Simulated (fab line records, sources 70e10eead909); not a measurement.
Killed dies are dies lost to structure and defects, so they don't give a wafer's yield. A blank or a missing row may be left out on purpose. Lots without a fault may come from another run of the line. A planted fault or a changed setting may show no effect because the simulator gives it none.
Chamber matching | flow nand_harc | NHARC_A_M0_DESCUM_14 on rie_diel-05: 4 sister chambers
The step chemistry O2, time 3 s. 16 wafers are shown with their chamber, then 8 later ones without.

WAFERS WITH THEIR CHAMBER
wafer  | chamber | showerhead_plenum_p_Torr (Torr) | drypump_motor_current_A (A) | rf_vpp_V (V)
L074.1 | 2       | 1.92                            | 6.0                         | 58.3
L074.4 | 3       | 2.05                            | 5.6                         | 58.3
L074.5 | 3       | 2.05                            | 5.6                         | 58.1
L075.2 | 1       | 1.80                            | 5.1                         | 56.6
L075.4 | 0       | 1.85                            | 5.8                         | 57.4
L075.6 | 3       | 2.05                            | 5.6                         | 58.3
L078.3 | 0       | 1.85                            | 5.8                         | 57.2
L078.4 | 2       | 1.92                            | 6.0                         | 57.8
L078.5 | 3       | 2.05                            | 5.6                         | 58.4
L085.1 | 1       | 1.80                            | 5.1                         | 57.2
L085.3 | 3       | 2.05                            | 5.6                         | 58.2
L085.6 | 3       | 2.05                            | 5.7                         | 57.8
L088.3 | 2       | 1.91                            | 6.1                         | 57.8
L088.4 | 1       | 1.79                            | 5.1                         | 57.1
L088.5 | 3       | 2.05                            | 5.7                         | 56.8
L091.2 | 3       | 2.05                            | 5.6                         | 58.1

SIGNATURES (means of the wafers above)
reading                  | chamber 0 | chamber 1 | chamber 2 | chamber 3 | scatter within a chamber
showerhead_plenum_p_Torr | 1.8500    | 1.7967    | 1.9167    | 2.0500    | 0.00333
drypump_motor_current_A  | 5.800     | 5.100     | 6.033     | 5.625     | 0.0425
rf_vpp_V                 | 57.300    | 56.967    | 57.967    | 58.000    | 0.435
Rule: a wafer's distance from a chamber is the root of the sum, over the readings, of the square of ((its reading less the chamber's mean) divided by the reading's scatter). The wafer belongs to the nearest chamber; if the next one is less than 2 further off, it can't be placed. The scatter: the root of (the sum of the squares of (reading less its chamber's mean) over the shown wafers, divided by (wafers less chambers)).

WAFERS WITHOUT THEIR CHAMBER
wafer  | showerhead_plenum_p_Torr (Torr) | drypump_motor_current_A (A) | rf_vpp_V (V)
L091.4 | 1.85                            | 5.8                         | 59.3
L091.6 | 2.05                            | 5.6                         | 58.1
L093.2 | 1.80                            | 5.1                         | 57.3
L093.3 | 1.91                            | 6.0                         | 58.9
L093.4 | 2.05                            | 5.6                         | 59.6
L094.4 | 1.85                            | 5.8                         | 58.6
L094.5 | 1.85                            | 5.8                         | 59.1
L094.6 | 1.79                            | 5.1                         | 59.2

WHICH CHAMBER EACH WENT THROUGH
wafer  | from the rows above | in truth
L091.4 | 0                   | 0
L091.6 | 3                   | 3
L093.2 | 1                   | 1
L093.3 | 2                   | 2
L093.4 | 3                   | 3
L094.4 | 0                   | 0
L094.5 | 0                   | 0
L094.6 | 1                   | 1
Placed correctly: 8 of 8. Can't be placed from these rows: 0. Placed wrongly: 0.
